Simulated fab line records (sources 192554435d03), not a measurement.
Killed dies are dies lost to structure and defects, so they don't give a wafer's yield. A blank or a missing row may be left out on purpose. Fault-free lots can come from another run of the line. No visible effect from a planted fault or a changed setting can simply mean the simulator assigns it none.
Which of the tools did it? :: flow n5Finfet :: Sampling: 13 lots, 39 wafers, 4 of 1938 route steps

== WHAT EACH GAUGE READ, for each wafer ==
N5_BEOL_M14_OVL_MEAS_11.
lot: L517
measured: day 11 06:11
on: overlay-02
V13_OVL (nm): -4 4 -8

lot: L516
measured: day 11 06:35
on: overlay-02
V13_OVL (nm): 5 13 13

lot: L518
measured: day 11 14:49
on: overlay-01
V13_OVL (nm): 4 7 9

lot: L519
measured: day 11 16:25
on: overlay-02
V13_OVL (nm): 10 8 5

lot: L522
measured: day 12 08:26
on: overlay-01
V13_OVL (nm): 1 4 6

lot: L527
measured: day 13 19:28
on: overlay-02
V13_OVL (nm): 1 -1 -1

lot: L529
measured: day 14 15:07
on: overlay-01
V13_OVL (nm): -7 -3 1

lot: L534
measured: day 15 05:40
on: overlay-02
V13_OVL (nm): 5 4 -10

lot: L531
measured: day 15 10:38
on: overlay-01
V13_OVL (nm): 2 4 6

lot: L535
measured: day 16 02:45
on: overlay-01
V13_OVL (nm): -2 -3 -5

lot: L537
measured: day 16 10:03
on: overlay-01
V13_OVL (nm): -5 6 1

lot: L536
measured: day 16 11:11
on: overlay-02
V13_OVL (nm): -1 -2 1

lot: L538
measured: day 16 17:07
on: overlay-02
V13_OVL (nm): 9 2 2

N5_BEOL_M15_OVL_MEAS_11.
lot: L517
measured: day 11 12:05
on: overlay-01
V14_OVL (nm): -2 -6 -6

lot: L516
measured: day 11 12:14
on: overlay-02
V14_OVL (nm): -2 4 -10

lot: L518
measured: day 11 22:34
on: overlay-01
V14_OVL (nm): -3 -2 -5

lot: L519
measured: day 12 01:41
on: overlay-01
V14_OVL (nm): -3 -2 -3

lot: L522
measured: day 12 15:46
on: overlay-02
V14_OVL (nm): -3 4 -5

lot: L527
measured: day 14 03:20
on: overlay-01
V14_OVL (nm): 1 -1 1

lot: L529
measured: day 14 21:37
on: overlay-02
V14_OVL (nm): 4 -2 1

lot: L534
measured: day 15 13:01
on: overlay-02
V14_OVL (nm): 4 4 6

lot: L531
measured: day 15 15:57
on: overlay-01
V14_OVL (nm): 8 5 8

lot: L535
measured: day 16 07:08
on: overlay-02
V14_OVL (nm): 3 -4 0

lot: L537
measured: day 16 14:03
on: overlay-02
V14_OVL (nm): -10 -15 -4

lot: L536
measured: day 16 16:59
on: overlay-02
V14_OVL (nm): 3 6 8

lot: L538
measured: day 17 00:41
on: overlay-01
V14_OVL (nm): -6 -3 2

== EACH LOT AND THE TOOL THAT RAN IT (in order: tool; ch and the chambers of the sampled wafers; start) ==
lot: L517
N5_BEOL_M14_DEGAS_41: pvdSputter-02, day 11 10:02
N5_BEOL_M15_COAT_04: lithoTrack-04 ch 0, day 11 11:39

lot: L516
N5_BEOL_M14_DEGAS_41: pvdSputter-03, day 11 10:05
N5_BEOL_M15_COAT_04: lithoTrack-04 ch 0, day 11 11:42

lot: L518
N5_BEOL_M14_DEGAS_41: pvdSputter-01, day 11 20:39
N5_BEOL_M15_COAT_04: lithoTrack-03 ch 0, day 11 22:16

lot: L519
N5_BEOL_M14_DEGAS_41: pvdSputter-01, day 11 23:38
N5_BEOL_M15_COAT_04: lithoTrack-02 ch 0, day 12 01:16

lot: L522
N5_BEOL_M14_DEGAS_41: pvdSputter-01, day 12 13:48
N5_BEOL_M15_COAT_04: lithoTrack-02 ch 0, day 12 15:28

lot: L527
N5_BEOL_M14_DEGAS_41: pvdSputter-03, day 14 01:03
N5_BEOL_M15_COAT_04: lithoTrack-02 ch 0, day 14 02:49

lot: L529
N5_BEOL_M14_DEGAS_41: pvdSputter-02, day 14 19:10
N5_BEOL_M15_COAT_04: lithoTrack-03 ch 0, day 14 21:11

lot: L534
N5_BEOL_M14_DEGAS_41: pvdSputter-01, day 15 10:28
N5_BEOL_M15_COAT_04: lithoTrack-04 ch 0, day 15 12:42

lot: L531
N5_BEOL_M14_DEGAS_41: pvdSputter-01, day 15 14:02
N5_BEOL_M15_COAT_04: lithoTrack-02 ch 0, day 15 15:39

lot: L535
N5_BEOL_M14_DEGAS_41: pvdSputter-01, day 16 04:55
N5_BEOL_M15_COAT_04: lithoTrack-03 ch 0, day 16 06:51

lot: L537
N5_BEOL_M14_DEGAS_41: pvdSputter-02, day 16 12:01
N5_BEOL_M15_COAT_04: lithoTrack-04 ch 0, day 16 13:38

lot: L536
N5_BEOL_M14_DEGAS_41: pvdSputter-03, day 16 14:58
N5_BEOL_M15_COAT_04: lithoTrack-03 ch 0, day 16 16:34

lot: L538
N5_BEOL_M14_DEGAS_41: pvdSputter-01, day 16 22:38
N5_BEOL_M15_COAT_04: lithoTrack-03 ch 0, day 17 00:16
- N5_BEOL_M14_DEGAS_41: time 60 s.
- N5_BEOL_M15_COAT_04: resist thk 800 nm.

== WHAT THE TOOLS THEMSELVES READ (means of the sampled wafers that have a number; where no wafer has one, the mark that the record gives instead) ==
N5_BEOL_M14_DEGAS_41.
lot: L517
tool: pvdSputter-02
heaterPowerW (W): 543

lot: L516
tool: pvdSputter-03
heaterPowerW (W): 479

lot: L518
tool: pvdSputter-01
heaterPowerW (W): 475

lot: L519
tool: pvdSputter-01
heaterPowerW (W): 487

lot: L522
tool: pvdSputter-01
heaterPowerW (W): 438

lot: L527
tool: pvdSputter-03
heaterPowerW (W): 491

lot: L529
tool: pvdSputter-02
heaterPowerW (W): 502

lot: L534
tool: pvdSputter-01
heaterPowerW (W): 564

lot: L531
tool: pvdSputter-01
heaterPowerW (W): 478

lot: L535
tool: pvdSputter-01
heaterPowerW (W): 478

lot: L537
tool: pvdSputter-02
heaterPowerW (W): 505

lot: L536
tool: pvdSputter-03
heaterPowerW (W): 499

lot: L538
tool: pvdSputter-01
heaterPowerW (W): 472

N5_BEOL_M15_COAT_04.
lot: L517
tool: lithoTrack-04
spinSpeedRpm (rpm): 1704.4

lot: L516
tool: lithoTrack-04
spinSpeedRpm (rpm): 1702.5

lot: L518
tool: lithoTrack-03
spinSpeedRpm (rpm): 1704.2

lot: L519
tool: lithoTrack-02
spinSpeedRpm (rpm): 1703.0

lot: L522
tool: lithoTrack-02
spinSpeedRpm (rpm): 1704.4

lot: L527
tool: lithoTrack-02
spinSpeedRpm (rpm): 1440.6

lot: L529
tool: lithoTrack-03
spinSpeedRpm (rpm): 1704.2

lot: L534
tool: lithoTrack-04
spinSpeedRpm (rpm): 1704.1

lot: L531
tool: lithoTrack-02
spinSpeedRpm (rpm): 1440.8

lot: L535
tool: lithoTrack-03
spinSpeedRpm (rpm): 1704.6

lot: L537
tool: lithoTrack-04
spinSpeedRpm (rpm): 1704.7

lot: L536
tool: lithoTrack-03
spinSpeedRpm (rpm): 1704.7

lot: L538
tool: lithoTrack-03
spinSpeedRpm (rpm): 1703.6

== THE ANSWER, worked out from the rows above alone ==
Rule: what is usual is taken from the lots themselves. Put in order of their means at a reading, lots are off if they are a third of the lots or fewer, leave a main group of 4 or more, and stand apart from it by a gap of 3 or more times the standard deviation of the main group's means; of several such gaps the widest counts. A main group whose means are all the same, to the digits that the tables above print for the reading, isn't used. A lot without any number at a reading at which 4 lots or more have one is off too. Where the step has rows for the other lots, those lots are counted as sound. First the gauges in route order, then the tools' own readings, where a lot's mean is used as printed above. The first step at which some lot is off is used, and at that step the reading that is off furthest; a lot without a number counts as furthest.
Off, at N5_BEOL_M15_COAT_04 on spinSpeedRpm: L527, L531. Mean 1704.0 rpm and standard deviation 0.68 in the main group.
If a tool, at that step or one of the process steps before it, ran each lot that is off and ran no sound lot following the first of them, it fits. One candidate fits, namely lithoTrack-02 at N5_BEOL_M15_COAT_04. A fault onset in the window from L522 (day 12 15:28, its last sound lot) to L527 (day 14 02:49, its first lot off) fits.
On the lots that are off, the tool's own readings at N5_BEOL_M15_COAT_04 differ by more than 5 times the standard deviation of the sound lots' means, which bears it out; spinSpeedRpm reads 1440.7 rpm there versus 1704.0 rpm on the sound lots.

== WHAT THE SIMULATOR HAD INSERTED ==
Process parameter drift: lithoTrack-02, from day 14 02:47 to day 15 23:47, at N5_BEOL_M15_COAT_04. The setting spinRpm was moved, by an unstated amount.
Lots struck among those shown: L527, L531. The rule given above showed the same thing.
